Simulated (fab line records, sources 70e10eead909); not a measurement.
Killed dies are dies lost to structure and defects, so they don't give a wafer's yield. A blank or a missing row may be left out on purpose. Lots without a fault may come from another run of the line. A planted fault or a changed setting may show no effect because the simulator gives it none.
fab line records | flow nand_harc | part 2 of 2: steps 42 to 42 of 42
record lots=6 wafers=18 last_day=34
route steps=1302 shown A_M1@1181 A_BONDPAD@1202 HYBRID_BOND@1237 END@1302
lots that met no fault: from a run of the same line without faults
start_h: hours from the record's first day to the start of the lot's first wafer shown | wait_h: hours since the lot's step before | " the same as in the row above | L1.1+2: a row that stands for several wafers | - no value, or no start given | * or withheld: withheld | < > ~ a bound
route shown NAME@n: a module of which the file shows steps, and the number in the route of the first | usual: mean/standard deviation of fault-free wafers | same: alike in all rows | chamber/n: place in a boat | sites: the reading at each site | _std_site: their standard deviation | _edge_site: outer sites' mean less inner sites' | radius_mm: how far each site lies from the wafer's centre | mask NAME#n: copy n | behind: the tool/chamber that last shaped the wafer | hold: why the lot was held/for how many hours/how that ended | device: the transistor (n, p or np) that didn't switch | end of line: the same wafers' tests at the end of the route | a step without rows: its recipe alone | killed: dies lost to structure and defects at the first sort, not the wafer's yield | map: a wafer's dies, x killed, . not, _ none there
set.NAME: the setting as run; set.NAME@STEP: as run at that earlier step | model.NAME: the simulator's own value behind a step, which no gauge read
lots at some steps of the route; a table a step, a row a wafer
services: from which hour (start_h, from the record's first day; less than 0 if before it) a tool's chamber was out of use, for how many hours, and why
## steps
# step NHARC_END_SORT_01
# recipe temp_c=25
# usual defect_limited_yield=89.9/2.7 killed_at_array=64/18 killed_at_other=0.8/1.1 killed_at_periphery=3.8/2.7 killed_dies=68/18 killed_open=3.3/1.9 killed_short=2.3/1.8
# same gross_dies=677
# columns lot.wafer tool chamber start_h wait_h defect_limited_yield[%] killed_at_array killed_at_other killed_at_periphery killed_dies killed_open killed_short
L305.1 prober-01 0 576.87 2.5 87.0 85 0 3 88 8 1
L305.2 prober-01 0 577.68 2.8 87.9 80 0 2 82 6 2
L305.3 prober-01 0 578.48 3.1 89.5 66 0 5 71 1 1
L309.1 prober-01 0 640.67 2.5 90.0 59 1 8 68 5 2
L309.2 prober-01 0 641.48 2.8 88.3 69 1 9 79 3 1
L309.6 prober-01 0 644.70 4.0 89.2 61 3 9 73 3 0
L316.2 prober-01 0 707.80 2.8 36.6 428 0 1 429 5 1
L316.3 prober-01 0 708.60 3.1 41.4 395 0 2 397 2 2
L316.5 prober-01 0 710.21 3.7 36.8 422 0 6 428 2 2
L317.1 prober-01 0 718.21 2.5 37.7 421 0 1 422 2 0
L317.2 prober-01 0 719.02 2.8 36.0 431 0 2 433 2 1
L317.3 prober-01 0 719.82 3.1 39.6 405 2 2 409 2 1
# killed by level:class
L305.1 A_CHANNEL_HOLE_D1:chamber_film_flake=31 A_SLIT:chamber_film_flake=28 A_SGD_CUT:chamber_film_flake=7 A_CHANNEL_HOLE_D2:chamber_film_flake=6 A_STAIRCASE:chamber_film_flake=5 A_ONON_D2:geometric_particle:open=2 P_M0:geometric_particle:open=1 A_CHANNEL_FILL_D1:geometric_particle:open=1
L305.2 A_CHANNEL_HOLE_D1:chamber_film_flake=34 A_SLIT:chamber_film_flake=20 A_CHANNEL_HOLE_D2:chamber_film_flake=9 A_SGD_CUT:chamber_film_flake=5 A_CHANNEL_FILL_D2:geometric_particle:open=3 A_CONTACT:chamber_film_flake=2 A_CHANNEL_HOLE_D1:geometric_particle:open=1 A_SGD_CUT:geometric_particle:short=1
L305.3 A_SLIT:chamber_film_flake=24 A_CHANNEL_HOLE_D1:chamber_film_flake=21 A_SGD_CUT:chamber_film_flake=7 A_CHANNEL_HOLE_D2:chamber_film_flake=6 P_M2:chamber_film_flake=4 A_WL_FILL:chamber_film_flake=3 A_STAIRCASE:chamber_film_flake=2 A_ONON_D2:geometric_particle:short=1
L309.1 A_CHANNEL_HOLE_D1:chamber_film_flake=32 A_CHANNEL_HOLE_D2:chamber_film_flake=13 P_GATE:chamber_film_flake=3 A_SLIT:chamber_film_flake=3 A_ONON_D2:geometric_particle:open=2 P_M0:chamber_film_flake=2 A_DECK1_JOINT:chamber_film_flake=2 A_CONTACT:chamber_film_flake=2
L309.2 A_CHANNEL_HOLE_D1:chamber_film_flake=30 A_CHANNEL_HOLE_D2:chamber_film_flake=18 P_GATE:chamber_film_flake=6 A_STAIRCASE:chamber_film_flake=6 A_SLIT:chamber_film_flake=5 A_CONTACT:chamber_film_flake=5 P_STI:chamber_film_flake=3 A_CHANNEL_FILL_D1:geometric_particle:open=1
L309.6 A_CHANNEL_HOLE_D1:chamber_film_flake=34 A_CHANNEL_HOLE_D2:chamber_film_flake=13 P_GATE:chamber_film_flake=7 A_CONTACT:chamber_film_flake=4 A_SLIT:chamber_film_flake=3 A_DECK1_JOINT:chamber_film_flake=2 THIN_TSV:chamber_film_flake=2 P_M0:geometric_particle:open=1
L316.2 A_M1:unspecified=398 A_SLIT:chamber_film_flake=22 A_M0:geometric_particle:open=2 A_DECK1_JOINT:geometric_particle:open=1 A_WL_FILL:geometric_particle:open=1 A_BLC:geometric_particle:open=1 A_M0:geometric_particle:short=1 P_CONTACT:chamber_film_flake=1
L316.3 A_M1:unspecified=362 A_SLIT:chamber_film_flake=24 A_CHANNEL_HOLE_D1:chamber_film_flake=3 P_M1:chamber_film_flake=2 A_ONON_D1:geometric_particle:short=1 A_WL_FILL:geometric_particle:open=1 A_ONON_D2:geometric_particle:short=1 A_SGD_CUT:geometric_particle:open=1
L316.5 A_M1:unspecified=381 A_SLIT:chamber_film_flake=24 A_CHANNEL_HOLE_D1:chamber_film_flake=10 P_M1:chamber_film_flake=3 A_CONTACT:chamber_film_flake=3 P_M0:geometric_particle:open=1 A_CHANNEL_HOLE_D1:geometric_particle:short=1 A_DECK1_JOINT:geometric_particle:short=1
L317.1 A_M1:unspecified=387 A_CHANNEL_HOLE_D2:chamber_film_flake=19 A_CHANNEL_HOLE_D1:chamber_film_flake=7 A_SLIT:chamber_film_flake=4 A_WL_FILL:geometric_particle:open=1 A_M0:geometric_particle:open=1 P_GATE:chamber_film_flake=1 A_CHANNEL_FILL_D1:chamber_film_flake=1
L317.2 A_M1:unspecified=401 A_CHANNEL_HOLE_D2:chamber_film_flake=12 A_CHANNEL_HOLE_D1:chamber_film_flake=6 A_CONTACT:chamber_film_flake=5 A_CHANNEL_FILL_D1:chamber_film_flake=3 P_GATE:geometric_particle:open=1 A_CHANNEL_HOLE_D2:geometric_particle:open=1 A_M0:geometric_particle:short=1
L317.3 A_M1:unspecified=371 A_CHANNEL_HOLE_D2:chamber_film_flake=16 A_CHANNEL_HOLE_D1:chamber_film_flake=6 A_SLIT:chamber_film_flake=5 A_CONTACT:chamber_film_flake=2 THIN_TSV:chamber_film_flake=2 P_CONTACT:geometric_particle:short=1 A_ONON_D2:geometric_particle:open=1
# map L316.2 (x killed, . not)
____________x____________
_________x.xxx.._________
_______xxx..x.x..._______
______x.xxxx...xx.x______
_____.xxxxxxxxxx...._____
____xxx......xx.xxxxx____
____x.xxx.x.x.xxx.x..____
___x..xxx..xx.x.x....x___
___xxxx..x.x.xx.xx..xx___
__xx.x...xxx.xx..xxxxx.__
__xxxxx.xx..x.x..xx.x..__
_.xx.x.xx..xxxx..x.xxx.x_
_..x.x...xxx.x.x.x.xxxx._
_x.xxx.xxx.xxx..xx.x..xx_
_.x.xxx..xxx.xxxxxx.x.xx_
_..xxxxx...xxxxx...x.x.._
x..xx.xxxxxxxxxxxxxxx....
.x.xx.x.x.xxxxx.x.xx.x.x.
xx.xxxxxxxxxxxxxx.x..xxxx
x...x....xxxxxxxxxx....xx
x.xxx..xx.xxxxxxxxx.x.xxx
_x.xx.xx.xxxxxxxx.x...xx_
_x.xx..x.xx.xxxxxxxxxx.._
_.xx..x.xxxxxxxx..xxxxx._
_x.xx.xx.x..x.xxxxx.x.xx_
_..x.x...xxxx.x.xxx.xx.x_
__xx..x..xx..xxxxx..x.x__
__xxxxxxxxxx.xx.xx..xxx__
___xx..xx..xxxxxx.x...___
___xx..xx.xxx..xxxxx.x___
____x..xxxxxx..xx.xxx____
____xxxxxxx...xxxx..x____
_____xxxx.x.x.xx.xx._____
______x..x.xx.xxx..______
_______.xxx....x.x_______
_________xx.x.x._________
____________.____________
# map L317.2 (x killed, . not)
____________x____________
_________.xxxxx._________
_______xx...xxx.xx_______
______...xx..xxxxxx______
_____xxxxxxx.xxx.x.x_____
____xx..xxxxx..xx.x.x____
____xxxx.xxxxx.xxx.xx____
___x....xxx..xxx.x....___
___.xxx.x..xx...x.xxxx___
__.xxxxx..xx..x.x.xxxxx__
__.xxx.x.x..xx.xxxxxxxx__
_.xxxxxxxxxx.xxx.xxxxxxx_
_xxxxxxx....xx.xxxxxxxxx_
_.xxx.xxx..xxxx.xx.xx..x_
_xxxx.xx.x.xxx...xxxxx.x_
_xxx.xxxxxxx.xx.x..xxx.._
xxxxxx.x.xxxxxxxxx..x.x.x
x.x.xxxxxxxx.xxxxxxx..x.x
.xxxxx..x.xxxxx....xxx..x
.x..x.xx...xx.xxxx.x.x.xx
.x.xx....x..x.xx....xxxxx
_xx.xxx..x..xxxxxxx....x_
_x.xx.xxxxx.xx.xx..xxxxx_
_.xx.xx..x.x.xxxxx..x..._
_xxxxx.xx.xxx...xx.xx..x_
_x..x.x.xx...xxx...xxxxx_
__.xx.x.xxxxxx.xx.xx.xx__
__..x..xxx..x...xx.xxx.__
___...x.xxx....x.x.x.x___
___xx.x.xx..x.xx.x.xx.___
____.x.x.x...xx...xx.____
____....x.xx.xx..xx..____
_____xxxxxxx..xxxx.._____
______.xxx.xx...xxx______
_______xxxxxx.x.xx_______
_________xxxx.xx_________
____________.____________
## services
# columns tool chamber start_h hours kind
rie_diel-01 3 521.84 6.8 repair
rie_diel-01 - 557.81 9.0 pm
pvd_sputter-01 - 582.04 10.0 pm
rie_diel-05 - 583.72 9.0 pm
rie_diel-01 3 584.96 12.3 repair
rie_diel-07 - 595.18 0.4 repair
rie_diel-07 - 595.96 0.7 repair
rie_diel-07 1 598.91 6.3 repair
rie_diel-05 0 626.57 11.1 repair
rie_diel-01 3 628.10 14.7 repair
rie_diel-07 2 645.30 15.7 repair
rie_diel-06 - 646.30 0.6 repair
rie_diel-07 - 648.20 9.0 pm
rie_diel-06 2 654.74 8.4 repair
rie_diel-06 - 661.20 9.0 pm
pvd_sputter-01 - 684.99 8.9 repair
ecd_cu-01 - 688.00 8.0 pm
rie_diel-01 2 698.83 3.8 repair
ecd_cu-01 - 710.55 1.6 repair
rie_diel-01 2 716.02 5.6 repair
rie_diel-05 1 723.03 17.0 repair
rie_diel-01 - 734.97 9.0 pm
pvd_sputter-01 - 760.04 10.0 pm
rie_diel-05 - 760.72 9.0 pm
## key
first_sign step=NHARC_END_SORT_01 reading=defect_limited_yield direction=down sigmas=20 usual=89.9 struck=38.0
effect step=NHARC_END_SORT_01 reading=killed_dies direction=up sigmas=20 usual=68 struck=420
more_kills_born_at NHARC_A_M1_ECD_22@ecd_cu-01=2300
met_at NHARC_A_M1_ECD_22
struck_wafers L316.2,L316.3,L316.5,L317.1,L317.2,L317.3
onset_between 543.48 652.45
fault kind=chamber_particle_source tool=ecd_cu-01 chamber=- onset_h=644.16 steps=NHARC_A_M1_ECD_22 rate_per_visit_cm2=0.96814 end_h=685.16
